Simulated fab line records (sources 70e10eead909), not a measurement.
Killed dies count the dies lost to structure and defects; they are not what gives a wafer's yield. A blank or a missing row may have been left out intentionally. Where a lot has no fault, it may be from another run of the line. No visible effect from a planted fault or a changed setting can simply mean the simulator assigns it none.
fab line records + flow nand_harc + part 2 of 2: steps 5 to 6 of 6
[record]
- lots = 22
- wafers = 66
- last_day = 24
route steps=1159 shown A_STAIRCASE@664 A_SGD_CUT@772
lots that met no fault: taken from a fault-free run of the same line
start_h: the number of hours between the record's first day and the start of the first shown wafer of the lot + wait_h: hours from the lot's prior step to this one + " unchanged from the row above + L1.1+2: a single row standing in for several wafers + - no value present, or no start provided + * or withheld: withheld + < > ~ a bound
route shown NAME@n: names a module that has steps shown in the file, with the first one's number in the route + usual: average and standard deviation across the fault-free wafers + same: alike in all rows + chamber/n: place in a boat + sites: each site's reading + _std_site: the values' standard deviation + _edge_site: outer sites' mean less inner sites' + radius_mm: how far each site lies from the wafer's centre + mask NAME#n: copy n + behind: the tool/chamber that last shaped the wafer + hold: what put the lot on hold/how long, in hours/how the hold closed + device: the transistor (n, p or np) that didn't switch + end of line: the route-end tests of the same wafers + a step given without rows: its recipe and nothing more + killed: count of dies lost to structure and defects at first sort (not the wafer's yield) + map: a wafer's dies, marking killed ones x, the rest . and places with no die _
set.NAME: the setting that was run; set.NAME@STEP: the one run at that earlier step + model.NAME: the simulator's own value behind a step, which no gauge read
route steps across a sampled set of lots; one table per step, one row per wafer
services: a tool's chamber out of use, with start hour (start_h, from the record's first day; less than 0 if before it), hours out, and reason
[[steps]]
[step NHARC_A_SGD_CUT_CMP_21]
[recipe]
- target_thk_nm = 148.19
[usual]
- edge_zone_pressure_frac = 1.000/0.0044
- motor_current_A = 12.0/1.2
- retaining_ring_pressure_frac = 1.000/0.005
- time_to_endpoint_s = 50.3/2.8
| lot.wafer | tool   | chamber | start_h | wait_h | edge_zone_pressure_frac | motor_current_A | retaining_ring_pressure_frac | time_to_endpoint_s |
|-----------|--------|---------|---------|--------|-------------------------|-----------------|------------------------------|--------------------|
| L074.4    | cmp-04 | 3       | 326.24  | 0.4    | 1.002                   | 11.8            | 1.005                        | 51.4               |
| L074.1    | "      | 2       | "       | "      | 1.000                   | 10.6            | 1.001                        | 54.9               |
| L074.6    | "      | 3       | "       | "      | 1.009                   | 11.7            | 0.995                        | 51.4               |
| L075.1    | cmp-03 | 3       | 326.27  | 0.4    | 1.006                   | 11.3            | 0.996                        | 57.0               |
| L075.2    | "      | 1       | "       | "      | 1.006                   | 15.0            | 0.989                        | 53.9               |
| L075.4    | "      | 2       | "       | "      | 0.999                   | 13.3            | 1.000                        | 50.5               |
| L076.1    | cmp-01 | 1       | 326.27  | 0.4    | 1.005                   | 11.2            | 1.006                        | 51.2               |
| L076.3    | "      | 3       | "       | "      | 1.007                   | 11.4            | 0.994                        | 50.0               |
| L076.5    | "      | 0       | "       | "      | 0.986                   | 11.8            | 1.003                        | 50.4               |
| L079.3    | cmp-04 | 3       | 331.54  | 0.4    | 1.006                   | 11.7            | 1.008                        | 58.0               |
| L079.5    | "      | 3       | "       | "      | 1.004                   | 11.7            | 1.012                        | 51.5               |
| L079.6    | "      | 0       | "       | "      | 0.993                   | 11.9            | 1.000                        | 50.8               |
| L078.4    | cmp-03 | 0       | 331.56  | 0.4    | 1.007                   | 13.1            | 1.012                        | 46.1               |
| L078.2    | "      | 1       | "       | "      | 0.999                   | 14.3            | 1.000                        | 51.8               |
| L078.5    | "      | 3       | "       | "      | 0.999                   | 12.0            | 1.010                        | 53.8               |
| L077.3    | cmp-01 | 0       | 339.32  | 0.4    | 1.002                   | 12.7            | 0.994                        | 49.2               |
| L077.6    | "      | 2       | "       | "      | 0.996                   | 12.0            | 0.998                        | 55.4               |
| L077.5    | "      | 3       | "       | "      | 1.000                   | 11.5            | 0.996                        | 49.9               |
| L081.3    | cmp-04 | 1       | 353.41  | 0.4    | 0.993                   | 11.2            | 1.008                        | 50.4               |
| L081.2    | "      | 2       | "       | "      | 1.003                   | 10.7            | 0.997                        | 51.6               |
| L081.5    | "      | 2       | "       | "      | 1.004                   | 10.6            | 1.005                        | 51.8               |
| L080.1    | cmp-01 | 2       | 353.44  | 0.4    | 0.994                   | 12.4            | 1.001                        | 53.2               |
| L080.3    | "      | 0       | "       | "      | 1.005                   | 11.8            | 1.008                        | 47.3               |
| L080.5    | "      | 2       | "       | "      | 1.003                   | 13.7            | 1.004                        | 51.7               |
| L082.1    | cmp-04 | 2       | 366.56  | 0.4    | 0.995                   | 10.4            | 1.004                        | 56.2               |
| L082.4    | "      | 3       | "       | "      | 0.997                   | 11.8            | 0.995                        | 54.3               |
| L082.5    | "      | 1       | "       | "      | 1.006                   | 10.9            | 0.990                        | 52.9               |
| L083.4    | cmp-01 | 1       | 366.56  | 0.4    | 0.998                   | 11.3            | 1.000                        | 45.6               |
| L083.2    | "      | 3       | "       | "      | 0.997                   | 11.2            | 0.999                        | 47.5               |
| L083.6    | "      | 1       | "       | "      | 0.997                   | 10.6            | 0.999                        | 49.3               |
| L084.4    | cmp-03 | 3       | 371.13  | 0.4    | 1.000                   | 11.2            | 0.995                        | 52.0               |
| L084.2    | "      | 2       | "       | "      | 0.998                   | 12.5            | 0.995                        | 47.0               |
| L084.6    | "      | 0       | "       | "      | 0.999                   | 13.3            | 1.008                        | 48.2               |
| L085.4    | cmp-01 | 2       | 389.17  | 0.4    | 0.999                   | 13.0            | 1.000                        | 50.3               |
| L085.5    | "      | 2       | "       | "      | 1.004                   | 13.8            | 1.005                        | 46.6               |
| L085.6    | "      | 3       | "       | "      | 1.001                   | 10.8            | 0.992                        | 52.5               |
| L086.2    | cmp-03 | 0       | 389.17  | 0.4    | 0.999                   | 12.9            | 0.995                        | 49.4               |
| L086.4    | "      | 1       | "       | "      | 1.003                   | 14.3            | 1.001                        | 53.8               |
| L086.6    | "      | 0       | "       | "      | 0.997                   | 12.7            | 0.994                        | 50.8               |
| L087.2    | cmp-04 | 0       | 389.19  | 0.4    | 0.997                   | 11.7            | 0.994                        | 52.0               |
| L087.4    | "      | 1       | "       | "      | 1.000                   | 11.3            | 1.004                        | 52.9               |
| L087.1    | "      | 2       | "       | "      | 1.003                   | 10.3            | 1.004                        | 55.2               |
| L088.1    | cmp-01 | 3       | 399.32  | 0.5    | 0.994                   | 11.2            | 0.993                        | 48.4               |
| L088.6    | "      | 1       | "       | "      | 1.002                   | 11.1            | 1.007                        | 49.1               |
| L088.5    | "      | 2       | "       | "      | 0.993                   | 13.9            | 0.997                        | 48.3               |
| L089.1    | cmp-03 | 0       | 399.43  | 0.6    | 0.993                   | 12.7            | 1.006                        | 50.7               |
| L089.4    | "      | 1       | "       | "      | 1.001                   | 14.5            | 1.006                        | 51.8               |
| L089.5    | "      | 3       | "       | "      | 1.000                   | 11.8            | 0.991                        | 53.8               |
| L090.4    | cmp-03 | 2       | 411.32  | 0.4    | 0.999                   | 12.5            | 1.000                        | 46.2               |
| L090.3    | "      | 3       | "       | "      | 0.997                   | 11.4            | 0.999                        | 53.2               |
| L090.6    | "      | 3       | "       | "      | 1.006                   | 11.0            | 0.997                        | 53.6               |
| L091.3    | cmp-04 | 3       | 411.35  | 0.4    | 0.992                   | 11.9            | 0.997                        | 51.5               |
| L091.1    | "      | 0       | "       | "      | 1.001                   | 11.1            | 0.998                        | 48.9               |
| L091.2    | "      | 1       | "       | "      | 1.003                   | 11.1            | 1.006                        | 49.3               |
| L093.3    | cmp-04 | 1       | 431.26  | 0.4    | 1.001                   | 11.6            | 1.009                        | 48.2               |
| L093.2    | "      | 2       | "       | "      | 1.000                   | 10.4            | 0.997                        | 49.3               |
| L093.5    | "      | 0       | "       | "      | 0.998                   | 11.5            | 1.002                        | 50.6               |
| L094.4    | cmp-03 | 1       | 431.26  | 0.4    | 0.998                   | 15.1            | 1.004                        | 52.7               |
| L094.1    | "      | 2       | "       | "      | 0.998                   | 12.4            | 1.002                        | 49.0               |
| L094.6    | "      | 0       | "       | "      | 0.998                   | 12.5            | 0.996                        | 47.8               |
| L095.2    | cmp-01 | 3       | 431.29  | 0.4    | 0.999                   | 11.2            | 0.994                        | 49.2               |
| L095.5    | "      | 1       | "       | "      | 1.003                   | 11.0            | 0.998                        | 49.2               |
| L095.6    | "      | 2       | "       | "      | 1.006                   | 12.8            | 0.996                        | 48.9               |
| L097.4    | cmp-03 | 0       | 455.25  | 0.4    | 1.003                   | 13.1            | 1.001                        | 44.9               |
| L097.1    | "      | 2       | "       | "      | 1.007                   | 12.1            | 1.001                        | 43.4               |
| L097.2    | "      | 3       | "       | "      | 1.001                   | 11.1            | 0.999                        | 47.9               |
[step NHARC_A_SGD_CUT_STRIP_28]
[recipe]
- time_s = 20
- o2_flow_sccm = 500
- ar_flow_sccm = 0
- bias_w = 0
- chemistry = O2
[usual]
- drypump_motor_current_A = 5.7/0.34
- oes_product_au = 0.999/0.011
- rf_vpp_V = 57.7/0.87
- showerhead_plenum_p_Torr = 3.50/0.15
- throttle_valve_pct = 17.037/0.0094
| lot.wafer | tool        | chamber | start_h | wait_h | drypump_motor_current_A | oes_product_au | rf_hours_counter_h | rf_vpp_V | showerhead_plenum_p_Torr | throttle_valve_pct |
|-----------|-------------|---------|---------|--------|-------------------------|----------------|--------------------|----------|--------------------------|--------------------|
| L074.4    | rie_diel-01 | 1       | -       | -      | 5.3                     | 1.012          | 0                  | 58.0     | 3.75                     | 17.046             |
| L074.1    | "           | 2       | "       | "      | 5.6                     | 1.016          | 1                  | 58.0     | 3.55                     | 17.037             |
| L074.6    | "           | 0       | "       | "      | 5.9                     | 1.001          | -                  | 56.7     | 3.44                     | 17.043             |
| L076.3    | rie_diel-12 | 3       | -       | -      | 6.0                     | 0.982          | 11                 | 57.8     | 3.44                     | 17.038             |
| L076.1    | "           | 1       | "       | "      | 5.3                     | 1.003          | 11                 | 58.1     | 3.50                     | 17.043             |
| L076.5    | "           | 3       | "       | "      | 6.0                     | 0.974          | -                  | 57.6     | 3.45                     | 17.045             |
| L075.4    | rie_diel-04 | 0       | -       | -      | 6.3                     | 1.005          | 3                  | 57.7     | 3.70                     | 17.027             |
| L075.2    | "           | 1       | "       | "      | 5.5                     | 1.002          | 3                  | 57.7     | 3.68                     | 17.047             |
| L075.1    | "           | 3       | "       | "      | 5.5                     | 1.001          | 3                  | 57.0     | 3.31                     | 17.033             |
| L078.4    | rie_diel-12 | 2       | -       | -      | 5.2                     | 1.018          | 13                 | 57.5     | 3.64                     | 17.029             |
| L078.2    | "           | 3       | "       | "      | 6.0                     | 0.990          | 12                 | 58.6     | 3.44                     | 17.043             |
| L078.5    | "           | 2       | "       | "      | 5.2                     | 1.008          | -                  | 57.6     | 3.64                     | 17.038             |
| L079.3    | rie_diel-04 | 0       | -       | -      | 6.3                     | 0.987          | 3                  | 58.6     | 3.70                     | 17.027             |
| L079.5    | "           | 0       | "       | "      | 6.3                     | 0.992          | -                  | 57.4     | 3.70                     | 17.035             |
| L079.6    | "           | 1       | "       | "      | 5.5                     | 1.000          | -                  | 58.8     | 3.68                     | 17.035             |
| L077.3    | rie_diel-04 | 2       | -       | -      | 6.0                     | 1.017          | 4                  | 58.8     | 3.38                     | 17.023             |
| L077.5    | "           | 1       | "       | "      | 5.5                     | 0.997          | -                  | 56.3     | 3.68                     | 17.034             |
| L077.6    | "           | 2       | "       | "      | 6.0                     | 1.007          | -                  | 56.9     | 3.38                     | 17.048             |
| L081.2    | rie_diel-04 | 2       | -       | -      | 6.0                     | 1.003          | 6                  | 57.6     | 3.38                     | 17.049             |
| L081.3    | "           | 0       | "       | "      | 6.3                     | 0.994          | 5                  | 59.0     | 3.70                     | 17.031             |
| L081.5    | "           | 2       | "       | "      | 6.0                     | 1.009          | -                  | 58.3     | 3.38                     | 17.060             |
| L080.1    | rie_diel-01 | 1       | -       | -      | 5.3                     | 1.011          | 2                  | 59.2     | 3.75                     | 17.047             |
| L080.3    | "           | 2       | "       | "      | 5.6                     | 1.011          | 3                  | 57.6     | 3.55                     | 17.026             |
| L080.5    | "           | 0       | "       | "      | 5.9                     | 1.003          | -                  | 57.4     | 3.44                     | 17.040             |
| L083.2    | rie_diel-01 | 3       | -       | -      | 6.0                     | 1.000          | 4                  | 56.2     | 3.43                     | 17.037             |
| L083.4    | "           | 0       | "       | "      | 5.9                     | 0.997          | 4                  | 57.8     | 3.43                     | 17.041             |
| L083.6    | "           | 2       | "       | "      | 5.6                     | 1.010          | -                  | 57.2     | 3.54                     | 17.032             |
| L082.1    | rie_diel-04 | 2       | 367.28  | 0.2    | 6.0                     | 1.012          | 7                  | 57.4     | 3.38                     | 17.041             |
| L082.5    | "           | 0       | "       | "      | 6.3                     | 0.989          | -                  | 57.6     | 3.69                     | 17.034             |
| L082.4    | "           | 3       | "       | "      | 5.5                     | 1.004          | -                  | 56.9     | 3.31                     | 17.047             |
| L084.2    | rie_diel-12 | 1       | -       | -      | 5.3                     | 0.982          | 17                 | 58.1     | 3.50                     | 17.026             |
| L084.4    | "           | 2       | "       | "      | 5.2                     | 1.007          | 17                 | 58.8     | 3.64                     | 17.045             |
| L084.6    | "           | 3       | "       | "      | 6.0                     | 0.980          | -                  | 57.6     | 3.44                     | 17.042             |
| L087.4    | rie_diel-01 | 3       | -       | -      | 6.0                     | 0.993          | 5                  | 59.3     | 3.43                     | 17.043             |
| L087.2    | "           | 1       | "       | "      | 5.3                     | 1.016          | 5                  | 59.7     | 3.75                     | 17.053             |
| L087.1    | "           | 2       | "       | "      | 5.7                     | 1.002          | 6                  | 57.5     | 3.54                     | 17.038             |
| L086.2    | rie_diel-04 | 3       | -       | -      | 5.5                     | 1.000          | 9                  | 57.8     | 3.31                     | 17.049             |
| L086.4    | "           | 0       | "       | "      | 6.2                     | 0.996          | 9                  | 58.3     | 3.69                     | 17.027             |
| L086.6    | "           | 0       | "       | "      | 6.3                     | 1.001          | -                  | 58.2     | 3.69                     | 17.044             |
| L085.4    | rie_diel-12 | 0       | 389.90  | 0.2    | 6.0                     | 0.980          | -                  | 55.9     | 3.30                     | 17.032             |
| L085.5    | "           | 1       | "       | "      | 5.3                     | 0.995          | -                  | 58.3     | 3.50                     | 17.036             |
| L085.6    | "           | 3       | "       | "      | 6.0                     | 0.984          | -                  | 58.3     | 3.44                     | 17.031             |
| L088.1    | rie_diel-12 | 1       | -       | -      | 5.3                     | 0.988          | 1                  | 58.6     | 3.50                     | 17.046             |
| L088.6    | "           | 0       | "       | "      | 6.0                     | 0.968          | -                  | 56.6     | 3.30                     | 17.022             |
| L088.5    | "           | 1       | "       | "      | 5.2                     | 0.987          | -                  | 57.5     | 3.50                     | 17.029             |
| L089.1    | rie_diel-01 | 1       | -       | -      | 5.3                     | 1.014          | 6                  | 58.5     | 3.75                     | 17.047             |
| L089.4    | "           | 2       | "       | "      | 5.6                     | 1.002          | 7                  | 57.2     | 3.54                     | 17.037             |
| L089.5    | "           | 0       | "       | "      | 5.9                     | 1.002          | -                  | 57.0     | 3.43                     | 17.031             |
| L090.4    | rie_diel-01 | 0       | -       | -      | 5.9                     | 0.984          | 6                  | 56.9     | 3.43                     | 17.029             |
| L090.3    | "           | 1       | "       | "      | 5.3                     | 1.011          | 6                  | 58.8     | 3.75                     | 17.021             |
| L090.6    | "           | 1       | "       | "      | 5.3                     | 1.010          | -                  | 58.0     | 3.75                     | 17.056             |
| L091.2    | rie_diel-12 | 2       | -       | -      | 5.2                     | 1.003          | 2                  | 56.9     | 3.64                     | 17.039             |
| L091.3    | "           | 3       | "       | "      | 6.0                     | 0.992          | 2                  | 57.3     | 3.44                     | 17.035             |
| L091.1    | "           | 0       | "       | "      | 6.0                     | 0.984          | 2                  | 58.1     | 3.30                     | 17.050             |
| L093.2    | rie_diel-04 | 2       | -       | -      | 6.0                     | 1.024          | 13                 | 56.5     | 3.37                     | 17.030             |
| L093.3    | "           | 1       | "       | "      | 5.5                     | 0.995          | 13                 | 58.7     | 3.67                     | 17.042             |
| L093.5    | "           | 3       | "       | "      | 5.5                     | 1.003          | -                  | 57.6     | 3.31                     | 17.033             |
| L095.2    | rie_diel-12 | 1       | -       | -      | 5.3                     | 0.986          | 4                  | 59.9     | 3.50                     | 17.041             |
| L095.5    | "           | 1       | "       | "      | 5.3                     | 0.992          | -                  | 58.2     | 3.50                     | 17.026             |
| L095.6    | "           | 2       | "       | "      | 5.3                     | 0.993          | -                  | 57.4     | 3.64                     | 17.028             |
| L094.1    | rie_diel-01 | 2       | -       | -      | 5.6                     | 1.005          | 8                  | 57.8     | 3.54                     | 17.047             |
| L094.4    | "           | 0       | "       | "      | 5.8                     | 0.995          | 8                  | 58.8     | 3.43                     | 17.023             |
| L094.6    | "           | 2       | "       | "      | 5.6                     | 1.005          | -                  | 58.3     | 3.54                     | 17.027             |
| L097.4    | rie_diel-12 | 3       | -       | -      | 6.0                     | 1.010          | 6                  | 57.4     | 3.44                     | 17.012             |
| L097.1    | "           | 0       | "       | "      | 6.0                     | 0.974          | 6                  | 57.2     | 3.30                     | 17.047             |
| L097.2    | "           | 1       | "       | "      | 5.3                     | 0.997          | 6                  | 57.8     | 3.49                     | 17.048             |
[[services]]
| tool        | chamber | start_h | hours | kind   |
|-------------|---------|---------|-------|--------|
| rie_diel-04 | 0       | 246.58  | 15.6  | repair |
| rie_diel-01 | 3       | 248.64  | 6.8   | repair |
| rie_diel-09 | -       | 254.16  | 9.0   | pm     |
| rie_diel-12 | 3       | 259.97  | 6.4   | repair |
| cmp-03      | -       | 259.98  | 4.0   | pm     |
| rie_diel-10 | 2       | 262.69  | 2.8   | repair |
| rie_diel-12 | 1       | 271.16  | 6.4   | repair |
| cmp-01      | -       | 278.74  | 4.0   | pm     |
| rie_diel-11 | 1       | 303.45  | 4.2   | repair |
| rie_diel-10 | 1       | 321.61  | 9.0   | repair |
| cmp-03      | -       | 328.31  | 0.7   | repair |
| rie_diel-10 | 2       | 332.57  | 1.5   | repair |
| rie_diel-10 | -       | 353.52  | 9.0   | pm     |
| cmp-03      | -       | 357.98  | 4.0   | pm     |
| rie_diel-09 | 3       | 361.78  | 33.2  | repair |
| rie_diel-11 | -       | 366.57  | 9.0   | pm     |
| rie_diel-12 | -       | 379.52  | 9.0   | pm     |
| rie_diel-09 | 2       | 401.76  | 4.6   | repair |
| cmp-03      | -       | 404.40  | 0.5   | repair |
| acl_dep-03  | -       | 409.38  | 13.0  | pm     |
| rie_diel-09 | 0       | 414.73  | 17.9  | repair |
| rie_diel-11 | 0       | 415.66  | 3.6   | repair |
| rie_diel-09 | -       | 431.22  | 9.0   | pm     |
| rie_diel-10 | 2       | 449.50  | 3.9   | repair |
